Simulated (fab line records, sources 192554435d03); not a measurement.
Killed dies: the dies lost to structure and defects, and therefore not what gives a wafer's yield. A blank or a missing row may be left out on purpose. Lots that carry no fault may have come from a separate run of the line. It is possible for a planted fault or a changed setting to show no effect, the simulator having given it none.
Problem report, 8D (eight disciplines) form, completed by code ; flow n5Finfet ; the parts of the form that need people (team, actions taken, sign-off) are left out

1. THE PROBLEM
Mean of rawDefectCount at N5_BEOL_M13_INSPECT_12: 236.5 across 2 wafers in 2 lots; on wafers with no fault it is 2.3 (standard deviation 1.5). So: +99 or more standard deviations from the usual mean.
The step: inspects for defects (macro).
First observed at day 16 16:59: wafer L733.1, on defectInspect-02. At this step, 30 wafers from 10 lots have a number in the record. Rule for "out", or "out of limits": more than 4 standard deviations from the usual mean. Any other wafer with a number is counted as sound.

2. WHAT IT IS, WHAT IT ISN'T
question;is;is not
which readings at this step;rawDefectCount;-
which lots;L733, L736;L723, L725, L726, L731, L732, L737, L741, L746
which wafers of those lots;L733.1, L736.2;L733.3, L733.4, L736.1, L736.5
read on which gauges;defectInspect-02;defectInspect-01
when;from day 16 16:59;"up to then (14 sound wafers); but 14 sound wafers of L725, L736, L737, L741, L746 came after"

3. SUSPECTS, AND WHAT RULES EACH OUT
Counting: a tool at a process step up to the reading stays a suspect if it ran every lot that is out. Sound lots after the first of them don't rule it out here, since some wafers of a struck lot are sound.
- the gauge at N5_BEOL_M13_INSPECT_12 is ruled out. All the wafers that are out were read on defectInspect-02, but those of them that N5_PASSIVATION_PROBE_49 has rows for are out there too, on other tools.
- pecvd-01 at N5_BEOL_M13_ILD_DEP_00 (deposits SiOC from DEMS/O2, target thk 837.92 nm, time 166.4 s): kept. Every lot that is out went through it, the first being L733 (day 16 16:29); the last sound lot it ran before that was L732 (day 16 03:20).
- At N5_BEOL_M13_ILD_DEP_00, inside pecvd-01: chamber 2 took the wafers that are out, while their sound lot-mates went through chambers 0, 1.
Remaining after the count: pecvd-01 at N5_BEOL_M13_ILD_DEP_00.

4. THE CAUSE (what the simulator had put in)
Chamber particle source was pecvd-01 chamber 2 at N5_BEOL_M13_ILD_DEP_00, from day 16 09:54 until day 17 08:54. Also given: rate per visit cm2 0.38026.
After counting, this tool was the only one left.

5. SEQUENCE OF EFFECTS, ordered by route
Rows list readings where the struck wafers' mean (over those with a number) sits beyond 3 standard deviations from the usual. Scope: only readings with a usual standard deviation given in the record; hours: median across lots of the time from each lot's start at the first step in this table that gives one to its start at this step; sigmas: change in usual standard deviations.
hours;step;reading;usual;on struck wafers;change;sigmas
0;N5_BEOL_M13_INSPECT_12;rawDefectCount;2.3;236.5;+234.2;+99 or more
1;N5_BEOL_M13_INSPECT_30;rawDefectCount;2.2;232.5;+230.3;+99 or more
34;N5_PASSIVATION_PROBE_49;defectLimitedYield;90.9 %;83.2;-7.7;-5.5
34;N5_PASSIVATION_PROBE_49;killed_at_M4_up;13;102;+88;+15
34;N5_PASSIVATION_PROBE_49;killedDies;107;198;+91;+5.7
34;N5_PASSIVATION_PROBE_49;sort_bin_5_function;5.3 %;10.4;+5.1;+5.4
34;N5_PASSIVATION_PROBE_49;sortNPass;1073;982;-91;-5.7
34;N5_PASSIVATION_PROBE_49;sortYieldPct;90.9 %;83.2;-7.7;-5.5
Here are the process steps it includes:
- N5_PASSIVATION_PROBE_49

6. WHAT WOULD HAVE CAUGHT IT SOONER
In this record the first reading out of limits at a measuring or inspecting step was taken at day 16 16:59, 7 hours after the fault began at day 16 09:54.
No tool reading at N5_BEOL_M13_ILD_DEP_00 that has a usual standard deviation in the record was out on any struck wafer, so an alarm limit of 4 standard deviations on those readings would not have fired.
By day 16 16:59, every lot that is out (2) had started N5_BEOL_M13_ILD_DEP_00 on pecvd-01. Holding the tool at that point would not have protected any of them.
